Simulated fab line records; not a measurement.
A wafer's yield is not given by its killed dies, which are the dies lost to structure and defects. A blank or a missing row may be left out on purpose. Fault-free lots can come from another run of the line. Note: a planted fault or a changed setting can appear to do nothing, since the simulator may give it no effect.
Chamber matching :: flow n5_finfet :: 4 sister chambers for N5_HKMG_FIN_DESCUM_53 on rie_diel-05
The step chemistry O2, time 7.9 s. 4 wafers are shown with their chamber, then 7 later ones without.

== WAFERS PAIRED WITH THEIR CHAMBERS ==
wafer: L084.5
chamber: 2
showerhead_plenum_p_Torr (Torr): 2.16

wafer: L086.6
chamber: 1
showerhead_plenum_p_Torr (Torr): 1.98

wafer: L087.2
chamber: 0
showerhead_plenum_p_Torr (Torr): 2.14

wafer: L087.4
chamber: 3
showerhead_plenum_p_Torr (Torr): 2.18

== WAFERS WITHOUT THEIR CHAMBER ==
wafer: L087.6
showerhead_plenum_p_Torr (Torr): 2.14

wafer: L096.3
showerhead_plenum_p_Torr (Torr): 2.24

wafer: L096.4
showerhead_plenum_p_Torr (Torr): 2.17

wafer: L096.6
showerhead_plenum_p_Torr (Torr): 2.13

wafer: L097.3
showerhead_plenum_p_Torr (Torr): 2.17

wafer: L097.4
showerhead_plenum_p_Torr (Torr): 2.24

wafer: L097.5
showerhead_plenum_p_Torr (Torr): 2.24

== EACH ONE'S CHAMBER ==
wafer: L087.6
from the rows above: can't be placed: 0 or 2 or 3
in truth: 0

wafer: L096.3
from the rows above: can't be placed: 3 or 2 or 0
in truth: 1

wafer: L096.4
from the rows above: can't be placed: 2 or 3 or 0
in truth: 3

wafer: L096.6
from the rows above: can't be placed: 0 or 2 or 3
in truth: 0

wafer: L097.3
from the rows above: can't be placed: 2 or 3 or 0
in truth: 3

wafer: L097.4
from the rows above: can't be placed: 3 or 2 or 0
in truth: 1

wafer: L097.5
from the rows above: can't be placed: 3 or 2 or 0
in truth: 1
0 of 7 placed correctly. Cannot be placed on the basis of these rows: 7; the candidates contain the true chamber in 4. Number placed wrongly: 0.
How it was worked out, from the rows above alone: a wafer's distance from a chamber is the root of the sum, over the readings, of the square of ((its reading less the chamber's mean) divided by the reading's scatter). The wafer belongs to the nearest chamber; if the next one is less than 2 further off, it can't be placed. For every chamber, the mean is computed from those of its wafers that are shown. The scatter (one wafer shown for each chamber): square how far every hidden wafer sits from the nearest shown wafer, average those squares and take the square root.
